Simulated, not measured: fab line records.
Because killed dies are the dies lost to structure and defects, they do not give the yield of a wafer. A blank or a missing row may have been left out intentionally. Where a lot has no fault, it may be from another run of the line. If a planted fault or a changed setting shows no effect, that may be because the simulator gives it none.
Matching of chambers    flow n5-finfet    N5_FIN_SAQP_MANDREL2_REMOVE_60 on rie-si-03 has 4 sister chambers
The step chemistry HBr/Cl2/O2, target a-Si, stops on SiNx, bt time 10 s. 4 wafers are shown with their chamber, then 10 later ones without.

== EACH WAFER AND ITS CHAMBER ==
wafer   chamber  throttle-valve-pct (%)
L088.2  0        37.3
L090.3  3        36.5
L093.2  1        36.6
L093.4  2        37.3

== WAFERS WHOSE CHAMBER IS MISSING ==
wafer   throttle-valve-pct (%)
L093.5  37.3
L094.1  37.3
L094.2  36.6
L094.4  37.3
L096.1  37.3
L096.2  37.4
L096.3  36.6
L097.1  37.3
L097.2  36.6
L097.6  37.3

== WHICH CHAMBER EACH WENT THROUGH ==
wafer    from the rows above       in truth
L093.5   can't be placed: 0 or 2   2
L094.1   can't be placed: 0 or 2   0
L094.2   1                         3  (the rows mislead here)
L094.4   can't be placed: 0 or 2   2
L096.1   can't be placed: 0 or 2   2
L096.2   can't be placed: 0 or 2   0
L096.3   1                         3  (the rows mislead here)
L097.1   can't be placed: 0 or 2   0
L097.2   1                         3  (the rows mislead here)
L097.6   can't be placed: 0 or 2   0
0 of 10 placed correctly. Not placeable from these rows: 7 (in 7, the candidates include the true chamber). 3 placed wrongly.
How it was worked out, from the rows above alone: a wafer's distance from a chamber is the root of the sum, over the readings, of the square of ((its reading less the chamber's mean) divided by the reading's scatter). The wafer belongs to the nearest chamber; if the next one is less than 2 further off, it can't be placed. A chamber's mean is the mean of its shown wafers. The scatter: with one shown wafer a chamber, the root of the mean of the squares of how far each hidden wafer lies from its nearest shown one.
